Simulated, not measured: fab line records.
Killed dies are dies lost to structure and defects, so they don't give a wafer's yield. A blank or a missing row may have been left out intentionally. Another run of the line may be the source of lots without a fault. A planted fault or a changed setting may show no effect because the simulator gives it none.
Which of the tools did it? -- flow n5-finfet -- 26 wafers from 9 lots sampled at 4 of the route's 1938 steps

WHAT THE GAUGES SHOWED, per wafer
N5_BEOL_M8_OCD_MEAS_38.
lot,measured,on,trench-depth-nm (nm)
L466,day 9 20:47,ocd-01,93.1 91.4 89.5
L467,day 10 01:12,ocd-02,94.9 95.8 90.7
L469,day 11 02:01,ocd-02,91.7 91.7 89.7
L473,day 12 02:34,ocd-02,92.9 127.4
L475,day 12 11:50,ocd-01,90.6 93.4 127.5
L482,day 14 07:48,ocd-02,94.4 93.7 89.7
L484,day 15 04:45,ocd-01,94.7 92.9 91.7
L486,day 15 22:20,ocd-02,95.4 94.0 92.2
L487,day 16 16:35,ocd-01,92.7 92.1 91.9

EACH LOT AND THE TOOL THAT RAN IT (in order: tool; ch and the chambers of the sampled wafers; start)
lot,N5_BEOL_M8_STRIP_19,N5_BEOL_M8_DESCUM_33,N5_BEOL_M8_TRENCH_ETCH_37
L466,"rie-diel-01 ch 1,3, day 9 19:38","rie-diel-02 ch 1,2,3, day 9 20:21","rie-diel-02 ch 1,2,3, day 9 20:37"
L467,"rie-diel-02 ch 0,1,3, day 9 23:29","rie-diel-01 ch 0,3, day 10 00:46","rie-diel-01 ch 0,3, day 10 01:02"
L469,"rie-diel-06 ch 1,2,3, day 10 23:38","rie-diel-02 ch 0,2, day 11 01:35","rie-diel-02 ch 0,2, day 11 01:51"
L473,"rie-diel-02 ch 2,3, day 11 22:05","rie-diel-02 ch 2, day 12 02:08","rie-diel-02 ch 2, day 12 02:25"
L475,"rie-diel-02 ch 0,3, day 12 09:47","rie-diel-02 ch 0,2, day 12 11:24","rie-diel-02 ch 0,2, day 12 11:40"
L482,"rie-diel-02 ch 0,1,3, day 14 06:34","rie-diel-01 ch 0,2,3, day 14 07:22","rie-diel-01 ch 0,2,3, day 14 07:38"
L484,"rie-diel-02 ch 0,1,3, day 15 00:55","rie-diel-02 ch 1,2,3, day 15 04:19","rie-diel-02 ch 1,2,3, day 15 04:35"
L486,"rie-diel-02 ch 1,3, day 15 19:23","rie-diel-02 ch 1,2,3, day 15 21:55","rie-diel-02 ch 1,2,3, day 15 22:11"
L487,"rie-diel-01 ch 0,2,3, day 16 15:10","rie-diel-02 ch 1,2, day 16 16:09","rie-diel-02 ch 1,2, day 16 16:26"
- N5_BEOL_M8_STRIP_19: strips in O2.
- N5_BEOL_M8_DESCUM_33: chemistry O2, time 7 s.
- N5_BEOL_M8_TRENCH_ETCH_37: etches SiCOH lowk in C4F6/O2, target depth 93.478 nm, time 31.2 s.

THE ANSWER, worked out from the rows above alone
Rule: what is usual is taken from the lots themselves. The widest of any qualifying gaps counts: lots, ordered by their means at a reading, are off when they make up no more than a third of the lots, leave a main group of 4 or more, and stand apart from it by 3 or more times the standard deviation of that group's means. Not used: any main group whose means are identical at the precision the tables above print for the reading. A lot without any number at a reading at which 4 lots or more have one is off too. Any other lot the step has rows for is counted as sound.
Off at N5_BEOL_M8_OCD_MEAS_38 (trench-depth-nm): L473, L475. The main group: mean 92.6 nm, standard deviation 1.
If a tool, at a process step before that reading, ran all the lots that are off and no sound lot after the first of them, it fits. Those tools and the gauges at N5_BEOL_M8_OCD_MEAS_38 are tried in the same way. None of those tried fits.

WHAT WAS PUT IN BY THE SIMULATOR
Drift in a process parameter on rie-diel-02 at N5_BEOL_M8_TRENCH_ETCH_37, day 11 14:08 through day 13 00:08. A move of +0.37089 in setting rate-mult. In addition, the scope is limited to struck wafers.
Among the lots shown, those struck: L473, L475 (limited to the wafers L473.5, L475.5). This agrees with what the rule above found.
